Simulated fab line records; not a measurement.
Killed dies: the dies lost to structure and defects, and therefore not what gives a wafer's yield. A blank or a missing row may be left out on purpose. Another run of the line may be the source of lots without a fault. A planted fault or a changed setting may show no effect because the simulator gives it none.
Comparing a struck lot with a sound one || flow nand-harc || 32 steps out of a route of 1159
Sound: the wafers L996.1, L996.2, L996.5. Struck: wafer L994.2 (left out: L994.4, L994.5 of the same lot, which were not struck); the cause appears at the end.
For every step that has rows: the tool of each side, followed by ch and its chambers, followed by its first start. Under that, the readings that differ: sound wafers || struck wafers || difference of the means || sigmas: that difference in standard deviations of wafers without a fault.
alike: same words and numbers on both sides, and readings whose means sit less than 2 such deviations apart. not compared: any withheld reading, any reading some wafer has no value for, any bound like >300 that may hide the same value, and any number with overlapping values for which the record gives no deviation.
A row with sigmas, a row that says differs or no value, or rows on one side alone: a step with any of these is where the two part. Numbers that don't overlap but have no deviation are shown without sigmas and don't part them. A reading missing from all wafers of one side parts the sides only when that side holds two or more wafers.

first, 8 steps without rows for these wafers: NHARC_P_M0_DESCUM_14 (chemistry O2, time 3 s); NHARC_P_M0_ETCH_34 (etches the open film in N2/H2, target depth 40 nm, overetch 12 nm, time 43.94 s); NHARC_P_M0_ETCH_15 (etches the open film in C4F8/Ar, target depth 150 nm, overetch 15 nm, time 82.5 s); NHARC_P_M0_STRIP_18 (strips in N2/H2); NHARC_P_M0_STRIP_19 (strips in post etch residue remover, time 600 s); NHARC_P_M0_DEGAS_28 (time 60 s); NHARC_P_M0_PRE_CLEAN_29 (time 30 s); NHARC_P_M0_PVD_20 (deposits TaN, target thk 5 nm, time 8.06 s).
NHARC_P_M0_PVD_21: deposits Cu, target thk 30 nm, time 20.49 s.
  sound on pvd-sputter-03, day 10 13:13; struck on pvd-sputter-01, day 9 22:32
  alike: throttle-valve-pct
then, 22 steps without rows for these wafers: NHARC_P_M0_ECD_22 (material Cu, target thk 400 nm); NHARC_P_M0_ANNEAL_30 (time 90 s); NHARC_P_M0_CMP_23 (polishes, t overpolish 20 s, target thk 117.53 nm); NHARC_P_M0_SRD_25; NHARC_P_M0_PRE_CLEAN_31 (time 12 s); NHARC_P_M0_DEP_32 (deposits SiCN, target thk 30 nm); NHARC_P_M1_DEP_00 (deposits SiOC, target thk 182.5 nm); NHARC_P_M1_DEHYDRATE_01 (time 120 s); NHARC_P_M1_HMDS_02 (time 30 s); NHARC_P_M1_COAT_34 (time 65 s); NHARC_P_M1_COAT_03 (resist thk 90 nm); NHARC_P_M1_SOFTBAKE_04 (time 55 s); NHARC_P_M1_EBR_05; NHARC_P_M1_EXPOSE_06 (exposes mask P M1, target cd 130 nm); NHARC_P_M1_PEB_07 (peb time 65 s); NHARC_P_M1_DEVELOP_08 (develop time 35 s); NHARC_P_M1_DESCUM_14 (chemistry O2, time 3 s); NHARC_P_M1_ETCH_35 (etches the open film in N2/H2, target depth 40 nm, overetch 12 nm, time 43.94 s); NHARC_P_M1_ETCH_15 (etches the open film in C4F8/Ar, target depth 182.5 nm, time 91.2 s); NHARC_P_M1_STRIP_18 (strips in N2/H2); NHARC_P_M1_ETCH_28 (etches the open film in CF4/N2, target depth 30 nm, time 72.99 s); NHARC_P_M1_STRIP_19 (strips in post etch residue remover, time 600 s).
-- break in the record here, with 14 days between the starts of the struck wafers on either side (left off in module P_M1, picked up again in module END, where the first step shown is number 1159 on the route) --
NHARC_END_SORT_01:
  sound on prober-02 ch 0, day 24 03:37; struck on prober-02 ch 0, day 23 20:37
{"reading": "defect-limited-yield (%)", "sound": "96.9 97.2 96.6", "struck": 0.7, "difference": -96.2, "sigmas": -64}
{"reading": "killed-at-periphery", "sound": "0 1 5", "struck": 651, "difference": "+649", "sigmas": "+99 or more"}
{"reading": "killed-dies", "sound": "21 19 23", "struck": 672, "difference": "+651", "sigmas": "+65"}
{"reading": "sort_bin_2_pct (%)", "sound": "1.0 0.7 1.3", "struck": 96.3, "difference": "+95.3", "sigmas": "+99 or more"}
{"reading": "sort-n-pass", "sound": "656 658 654", "struck": 5, "difference": -651, "sigmas": -65}
{"reading": "sort-rim-yield-pct (%)", "sound": "98.1 96.2 97.2", "struck": 0, "difference": -97, "sigmas": -51}
{"reading": "sort-yield-pct (%)", "sound": "96.9 97.2 96.6", "struck": 0.7, "difference": -96.2, "sigmas": -64}
  alike: killed-at-array, killed-at-other, killed-open, killed-short, sort_bin_3_pct, sort_bin_4_pct

== WHERE THEY PART ==
Only at NHARC_END_SORT_01, as far as this record shows.

WHY: what the simulator had put in
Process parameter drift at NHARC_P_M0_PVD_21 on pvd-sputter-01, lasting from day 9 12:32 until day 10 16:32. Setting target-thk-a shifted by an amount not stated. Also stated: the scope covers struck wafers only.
